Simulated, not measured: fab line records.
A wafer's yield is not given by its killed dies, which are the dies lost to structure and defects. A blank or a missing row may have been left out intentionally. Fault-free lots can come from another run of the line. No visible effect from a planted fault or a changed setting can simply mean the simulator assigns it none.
Which tool did it? | flow nand-harc | 24 lots with 72 wafers sampled at 4 steps, on a route of 1302 steps

== WHAT THE GAUGES READ, wafer by wafer ==
NHARC_A_SGD_CUT_THK_MEAS_22: measures by ellipsometry.
lot  | measured     | on            | thk-nm (nm)
L074 | day 19 11:37 | film-metro-01 | 147.3 149.7 149.0
L077 | day 20 07:49 | film-metro-01 | 147.9 149.4 149.0
L076 | day 20 07:49 | film-metro-02 | 149.2 146.7 148.3
L078 | day 20 21:40 | film-metro-02 | 146.9 148.9 148.3
L079 | day 21 11:44 | film-metro-01 | 146.5 148.0 149.5
L075 | day 22 13:43 | film-metro-02 | 150.2 150.0 148.6
L081 | day 22 13:43 | film-metro-01 | 146.7 147.7 149.3
L082 | day 22 23:31 | film-metro-02 | 149.1 149.2 148.7
L080 | day 22 23:31 | film-metro-01 | 149.2 150.3 151.2
L083 | day 23 09:07 | film-metro-02 | 149.4 148.4 149.1
L084 | day 23 09:08 | film-metro-01 | 148.8 150.0 147.4
L085 | day 24 02:53 | film-metro-02 | 148.7 150.6 148.4
L086 | day 24 11:18 | film-metro-01 | 147.7 148.4 149.3
L087 | day 25 04:10 | film-metro-02 | 146.5 147.9 147.5
L088 | day 25 13:34 | film-metro-02 | 149.5 152.4 149.9
L089 | day 25 13:34 | film-metro-01 | 149.0 149.4 149.9
L090 | day 25 13:35 | film-metro-02 | 148.4 149.7 147.6
L092 | day 26 03:25 | film-metro-02 | 146.8 146.5 148.8
L091 | day 26 03:25 | film-metro-01 | 147.2 147.6 149.5
L093 | day 27 04:01 | film-metro-01 | 146.0 148.6 149.4
L095 | day 28 10:49 | film-metro-02 | 147.2 147.4 147.7
L094 | day 28 10:49 | film-metro-01 | 148.1 147.5 149.4
L096 | day 28 10:49 | film-metro-02 | 148.1 149.4 146.9
L097 | day 29 01:27 | film-metro-01 | 149.5 146.7 148.2

NHARC_A_SIN_REMOVE_INSPECT_04.
lot  | measured     | on                | raw-defect-count
L074 | day 20 06:27 | defect-inspect-01 | 577 457 694
L077 | day 21 02:46 | defect-inspect-02 | 288 363 326
L076 | day 21 02:46 | defect-inspect-01 | 247 352 314
L078 | day 21 16:13 | defect-inspect-01 | 352 299 378
L079 | day 22 06:07 | defect-inspect-01 | 334 481 350
L075 | day 23 08:25 | defect-inspect-02 | 335 379 373
L081 | day 23 08:25 | defect-inspect-01 | 216 294 224
L082 | day 23 17:59 | defect-inspect-01 | 424 347 468
L080 | day 23 17:58 | defect-inspect-02 | 492 407 419
L083 | day 24 03:40 | defect-inspect-02 | 381 328 348
L084 | day 24 06:27 | defect-inspect-01 | 326 334 287
L085 | day 25 03:35 | defect-inspect-01 | 421 264 292
L086 | day 25 10:43 | defect-inspect-01 | 383 488 417
L087 | day 26 01:57 | defect-inspect-01 | 248 277 214
L088 | day 26 14:41 | defect-inspect-01 | 532 447 513
L089 | day 26 09:20 | defect-inspect-02 | 453 416 424
L090 | day 26 14:40 | defect-inspect-02 | 259 272 224
L092 | day 26 21:55 | defect-inspect-01 | 317 356 355
L091 | day 26 21:55 | defect-inspect-02 | 494 626 646
L093 | day 27 22:29 | defect-inspect-02 | 352 425 423
L095 | day 29 05:19 | defect-inspect-01 | 328 401 471
L094 | day 29 07:14 | defect-inspect-01 | 348 466 420
L096 | day 29 09:58 | defect-inspect-01 | 306 273 298
L097 | day 29 19:51 | defect-inspect-01 | 385 360 340

== TOOL THAT RAN EACH LOT (tool first, then ch and the chambers of the sampled wafers, then the start) ==
lot  | NHARC_A_SGD_CUT_ETCHBACK_24        | NHARC_A_SLIT_STRIP_18
L074 | rie-diel-05 ch 0,1,2, day 19 11:53 | rie-diel-02 ch 0,2,3, day 20 06:27 or earlier
L077 | rie-diel-07 ch 0,1,2, day 20 08:05 | rie-diel-02 ch 0,1,3, day 21 02:46 or earlier
L076 | rie-diel-01 ch 0,1, day 20 08:03   | rie-diel-04 ch 0,2, day 21 02:46 or earlier
L078 | rie-diel-05 ch 0,2,3, day 20 21:55 | rie-diel-02 ch 0,1,2, day 21 16:13 or earlier
L079 | rie-diel-07 ch 0,1, day 21 11:58   | rie-diel-04 ch 0,1,2, day 22 06:07 or earlier
L075 | rie-diel-01 ch 0,1,3, day 22 13:57 | rie-diel-11 ch 1,2,3, day 23 08:25 or earlier
L081 | rie-diel-07 ch 0,1, day 22 13:56   | rie-diel-02 ch 0,1,3, day 23 08:25 or earlier
L082 | rie-diel-01 ch 1,2,3, day 22 23:44 | rie-diel-11 ch 0,2,3, day 23 17:59 or earlier
L080 | rie-diel-07 ch 0,1,2, day 22 23:44 | rie-diel-02 ch 0,2,3, day 23 17:58 or earlier
L083 | rie-diel-05 ch 1,3, day 23 09:22   | rie-diel-02 ch 0,1,3, day 24 03:40 or earlier
L084 | rie-diel-01 ch 1,2, day 23 09:22   | rie-diel-11 ch 0,3, day 24 06:27 or earlier
L085 | rie-diel-01 ch 0,2,3, day 24 03:08 | rie-diel-04 ch 1,2, day 25 03:35 or earlier
L086 | rie-diel-07 ch 1, day 24 11:31     | rie-diel-11 ch 2,3, day 25 10:43 or earlier
L087 | rie-diel-01 ch 1,2, day 25 04:23   | rie-diel-11 ch 0,1, day 26 01:57 or earlier
L088 | rie-diel-07 ch 1,3, day 25 13:49   | rie-diel-04 ch 1,2, day 26 14:41 or earlier
L089 | rie-diel-01 ch 1,3, day 25 13:47   | rie-diel-11 ch 0,2,3, day 26 09:20 or earlier
L090 | rie-diel-01 ch 0,1,3, day 25 13:53 | rie-diel-04 ch 1,2,3, day 26 14:40 or earlier
L092 | rie-diel-01 ch 1,2,3, day 26 03:38 | rie-diel-02 ch 0,1,3, day 26 21:55 or earlier
L091 | rie-diel-07 ch 1,3, day 26 03:38   | rie-diel-02 ch 0,2,3, day 26 21:55 or earlier
L093 | rie-diel-07 ch 1,2, day 27 04:14   | rie-diel-11 ch 0,1,3, day 27 22:29 or earlier
L095 | rie-diel-07 ch 0,3, day 28 11:02   | rie-diel-02 ch 1,2, day 29 05:19 or earlier
L094 | rie-diel-01 ch 0,1,2, day 28 11:04 | rie-diel-11 ch 0,1,2, day 29 07:14 or earlier
L096 | rie-diel-05 ch 0,1, day 28 11:02   | rie-diel-04 ch 1,3, day 29 09:58 or earlier
L097 | rie-diel-05 ch 1,3, day 29 01:40   | rie-diel-11 ch 0,1,3, day 29 19:51 or earlier
- NHARC_A_SGD_CUT_ETCHBACK_24: etches the open film in CH3F/O2, target depth 50 nm, time 92.857 s.
- NHARC_A_SLIT_STRIP_18: strips in O2.

== WHAT THE TOOLS THEMSELVES READ (means of the sampled wafers that have a number; where no wafer has one, the mark that the record gives instead) ==
NHARC_A_SGD_CUT_ETCHBACK_24.
lot  | tool        | drypump-motor-current-A (A) | o2-flow-sccm (sccm) | oes-product-au (a.u.) | rf-vpp-V (V) | showerhead-plenum-p-Torr (Torr) | throttle-valve-pct (%)
L074 | rie-diel-05 | 5.8                         | 30.06               | 0.91                  | 244.6        | 2.48                            | 20.654
L077 | rie-diel-07 | 6.1                         | 30.04               | 1.00                  | 243.6        | 2.39                            | 20.657
L076 | rie-diel-01 | 5.2                         | 30.01               | 0.93                  | 246.3        | 2.52                            | 20.666
L078 | rie-diel-05 | 5.9                         | 30.04               | 0.92                  | 244.9        | 2.47                            | 20.659
L079 | rie-diel-07 | 5.9                         | 29.91               | 1.01                  | 242.5        | 2.35                            | 20.662
L075 | rie-diel-01 | 5.5                         | 30.05               | 0.93                  | 245.5        | 2.53                            | 20.663
L081 | rie-diel-07 | 5.9                         | 30.00               | 0.99                  | 242.8        | 2.35                            | 20.669
L082 | rie-diel-01 | 5.6                         | 30.00               | 0.93                  | 245.8        | 2.56                            | 20.665
L080 | rie-diel-07 | 6.1                         | 29.95               | 1.00                  | 243.7        | 2.39                            | 20.658
L083 | rie-diel-05 | 5.8                         | 29.99               | 0.92                  | 246.4        | 2.57                            | 20.672
L084 | rie-diel-01 | 5.4                         | 30.01               | 0.93                  | 246.9        | 2.61                            | 20.664
L085 | rie-diel-01 | 5.6                         | 30.01               | 0.93                  | 245.0        | 2.51                            | 20.665
L086 | rie-diel-07 | 5.8                         | 30.11               | 1.01                  | 243.0        | 2.34                            | 20.658
L087 | rie-diel-01 | 5.5                         | 29.99               | 1.01                  | 245.0        | 2.59                            | 20.664
L088 | rie-diel-07 | 6.0                         | 29.96               | 1.00                  | 242.9        | 2.33                            | 20.661
L089 | rie-diel-01 | 5.7                         | 30.03               | 0.99                  | 245.4        | 2.54                            | 20.665
L090 | rie-diel-01 | 5.5                         | 29.98               | 0.94                  | 245.1        | 2.52                            | 20.651
L092 | rie-diel-01 | 5.6                         | 30.03               | 0.93                  | 245.8        | 2.56                            | 20.665
L091 | rie-diel-07 | 6.1                         | 29.99               | 0.93                  | 243.2        | 2.32                            | 20.669
L093 | rie-diel-07 | 6.1                         | 29.95               | 0.93                  | 242.8        | 2.38                            | 20.662
L095 | rie-diel-07 | 6.2                         | 30.05               | 1.01                  | 242.9        | 2.33                            | 20.665
L094 | rie-diel-01 | 5.3                         | 29.98               | 0.93                  | 245.1        | 2.55                            | 20.668
L096 | rie-diel-05 | 5.5                         | 30.03               | 1.00                  | 245.5        | 2.54                            | 20.654
L097 | rie-diel-05 | 5.9                         | 29.96               | 0.98                  | 245.2        | 2.55                            | 20.669

NHARC_A_SLIT_STRIP_18.
lot  | tool        | drypump-motor-current-A (A) | o2-flow-sccm (sccm) | oes-product-au (a.u.) | rf-vpp-V (V) | showerhead-plenum-p-Torr (Torr) | throttle-valve-pct (%)
L074 | rie-diel-02 | 6.1                         | 499.4               | 1.012                 | 58.1         | 3.65                            | 17.032
L077 | rie-diel-02 | 6.1                         | 499.6               | 1.002                 | 57.1         | 3.60                            | 17.038
L076 | rie-diel-04 | 6.2                         | 500.1               | 1.002                 | 57.5         | 3.66                            | 17.040
L078 | rie-diel-02 | 6.1                         | 499.2               | 0.999                 | 58.3         | 3.64                            | 17.046
L079 | rie-diel-04 | 5.8                         | 500.5               | 1.001                 | 57.8         | 3.56                            | 17.043
L075 | rie-diel-11 | 5.8                         | 499.2               | 0.995                 | 56.8         | 3.57                            | 17.032
L081 | rie-diel-02 | 6.1                         | 500.2               | 1.010                 | 58.1         | 3.60                            | 17.024
L082 | rie-diel-11 | 6.0                         | 500.0               | 0.990                 | 57.1         | 3.49                            | 17.034
L080 | rie-diel-02 | 6.1                         | 498.5               | 1.007                 | 57.9         | 3.64                            | 17.041
L083 | rie-diel-02 | 6.1                         | 499.0               | 1.009                 | 58.4         | 3.60                            | 17.031
L084 | rie-diel-11 | 5.9                         | 499.5               | 0.995                 | 57.1         | 3.42                            | 17.032
L085 | rie-diel-04 | 5.4                         | 500.2               | 0.984                 | 57.9         | 3.47                            | 17.046
L086 | rie-diel-11 | 6.2                         | 499.2               | 0.993                 | 57.5         | 3.52                            | 17.034
L087 | rie-diel-11 | 5.3                         | 499.5               | 0.998                 | 58.3         | 3.53                            | 17.037
L088 | rie-diel-04 | 6.0                         | 499.9               | 0.989                 | 57.7         | 3.49                            | 17.040
L089 | rie-diel-11 | 5.9                         | 501.8               | 0.994                 | 57.5         | 3.49                            | 17.036
L090 | rie-diel-04 | 5.9                         | 499.6               | 0.986                 | 57.2         | 3.58                            | 17.044
L092 | rie-diel-02 | 6.1                         | 499.6               | 1.008                 | 58.3         | 3.60                            | 17.041
L091 | rie-diel-02 | 6.1                         | 499.1               | 1.003                 | 57.9         | 3.64                            | 17.024
L093 | rie-diel-11 | 5.8                         | 499.8               | 1.001                 | 57.1         | 3.49                            | 17.030
L095 | rie-diel-02 | 6.1                         | 500.1               | 1.002                 | 56.7         | 3.63                            | 17.036
L094 | rie-diel-11 | 5.5                         | 500.8               | 1.002                 | 58.6         | 3.53                            | 17.042
L096 | rie-diel-04 | 5.3                         | 499.9               | 0.993                 | 58.2         | 3.56                            | 17.032
L097 | rie-diel-11 | 5.7                         | 500.6               | 1.001                 | 57.2         | 3.49                            | 17.036

== THE ANSWER, worked out from the rows above alone ==
Rule: the usual values come from the lots themselves. The widest of any qualifying gaps counts: lots, ordered by their means at a reading, are off when they make up no more than a third of the lots, leave a main group of 4 or more, and stand apart from it by 3 or more times the standard deviation of that group's means. If all means in a main group match to the digits the tables above print for the reading, that group is not used. Also off: a lot with no number at a reading for which 4 or more lots have one. The other lots that the step has rows for count as sound. The gauges are gone through in route order, then the tools' own readings, and for those a lot's mean is taken as printed above. At the first step where some lot is off, the reading lying furthest off is the one used; lots without a number count as furthest.
Across all readings shown, no lot is off: no conclusion can be drawn from this.

== WHAT HAD BEEN PUT IN BY THE SIMULATOR ==
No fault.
